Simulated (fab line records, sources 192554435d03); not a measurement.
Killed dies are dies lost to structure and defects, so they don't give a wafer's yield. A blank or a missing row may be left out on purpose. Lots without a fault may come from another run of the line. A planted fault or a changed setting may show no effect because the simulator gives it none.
Problem report in the 8D (eight disciplines) form, filled by code | flow n5_finfet | the parts of the form that need people (team, actions taken, sign-off) are left out

1. THE PROBLEM
rf_fwd_power_W at N5_SD_EPI_P_ETCH_37 reads a mean of 2276 W on 1 wafer of 1 lot; wafers without a fault read 2994 W with a standard deviation of 8.8. That is -82 standard deviations from the usual mean.
The step: etches SOC in N2/H2, overetch 108 nm, time 486 s.
First seen on wafer L605.1, day 7 07:14, on rie_diel-02. The record holds 24 wafers of 8 lots with a number at this step. Rule for "out", or "out of limits": more than 4 standard deviations from the usual mean. The other wafers with a number count as sound.

2. WHAT IT IS AND WHAT IT IS NOT
question                    | is                       | is not
which readings at this step | rf_fwd_power_W, rf_vpp_V | drypump_motor_current_A, oes_product_au, showerhead_plenum_p_Torr, throttle_valve_pct
which lots                  | L605                     | L589, L594, L595, L596, L609, L611, L612
which wafers of those lots  | L605.1                   | L605.4, L605.6
read on which tools         | rie_diel-02              | rie_diel-01
when                        | from day 7 07:14         | up to then (14 sound wafers); but 9 sound wafers of L609, L611, L612 came after

3. SUSPECTS, AND WHAT RULES EACH OUT
Counting: a tool at a process step up to the reading stays a suspect if it ran every lot that is out. Sound lots after the first of them don't rule it out here, since some wafers of a struck lot are sound.
- ald_sin-04 at N5_SPACER0_ALD_00 (deposits SiOCN, target thk 3.5 nm, pulse time 3 s, purge time 2 s): kept. It ran the lot that is out, L605 (day 7 01:08).
- epi_rpcvd-01 at N5_SD_EPI_N_VAPOR_ETCH_50 (etches Si in HCl, time 54 s): kept. It ran the lot that is out, L605 (day 7 03:39); its last sound lot up to then is L589 (day 3 05:07).
- rie_diel-02 at N5_SD_EPI_P_ETCH_37 (etches SOC in N2/H2, overetch 108 nm, time 486 s): kept. It ran the lot that is out, L605 (day 7 07:14); its last sound lot up to then is L596 (day 5 00:25). Its own readings are out on those wafers: rf_fwd_power_W, rf_vpp_V.
- Within ald_sin-04 at N5_SPACER0_ALD_00: the wafers that are out ran in chamber 2; their sound lot-mates ran in chamber 3.
- Within rie_diel-02 at N5_SD_EPI_P_ETCH_37: the wafers that are out ran in chamber 3; their sound lot-mates ran in chambers 0, 2.
Left after counting: ald_sin-04 at N5_SPACER0_ALD_00, epi_rpcvd-01 at N5_SD_EPI_N_VAPOR_ETCH_50, rie_diel-02 at N5_SD_EPI_P_ETCH_37.

4. THE CAUSE (what the simulator had put in)
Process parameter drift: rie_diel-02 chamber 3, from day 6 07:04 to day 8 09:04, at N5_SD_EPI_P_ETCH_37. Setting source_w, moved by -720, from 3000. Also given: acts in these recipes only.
Counting left 3 suspects, and this tool is among them.

5. THE CHAIN OF EFFECTS, in route order
Each row: a reading whose mean over the struck wafers that have a number lies more than 3 standard deviations from the usual. Only readings for which the record gives a usual standard deviation are gone through. hours: the time from each lot's start at the first step in this table that gives one to its start at this step, as a median over the lots. sigmas: the change in usual standard deviations.
hours | step                    | reading              | usual     | on struck wafers | change | sigmas
0     | N5_SD_EPI_P_ETCH_37     | rf_fwd_power_W       | 2994 W    | 2276             | -718   | -82
0     | N5_SD_EPI_P_ETCH_37     | rf_vpp_V             | 240.9 V   | 267.3            | +26.4  | +16
0     | N5_SD_EPI_P_ETCHBACK_46 | oes_product_au       | 0.67 a.u. | 0.41             | -0.26  | -4.7
224   | N5_PASSIVATION_PROBE_49 | defect_limited_yield | 91.6 %    | 3.1              | -88.5  | -74
224   | N5_PASSIVATION_PROBE_49 | killed_at_front_end  | 37        | 1076             | +1039  | +99 or more
224   | N5_PASSIVATION_PROBE_49 | killed_dies          | 99        | 1144             | +1045  | +70
224   | N5_PASSIVATION_PROBE_49 | killed_on_rim        | 13        | 148              | +135   | +38
224   | N5_PASSIVATION_PROBE_49 | sort_bin_5_function  | 4.9 %     | 92.9             | +88.0  | +99 or more
224   | N5_PASSIVATION_PROBE_49 | sort_n_pass          | 1081      | 36               | -1045  | -70
224   | N5_PASSIVATION_PROBE_49 | sort_yield_pct       | 91.6 %    | 3.1              | -88.5  | -74
The process steps in it:
- N5_SD_EPI_P_ETCH_37: etches SOC in N2/H2, overetch 108 nm, time 486 s.
- N5_SD_EPI_P_ETCHBACK_46: etches SiNx in CH3F/O2, stops on SiO2, target depth 17.5 nm.
- N5_PASSIVATION_PROBE_49

6. WHAT WOULD HAVE CAUGHT IT SOONER
In this record the first reading out of limits was taken at day 7 07:14, 24 hours after the fault began at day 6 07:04.
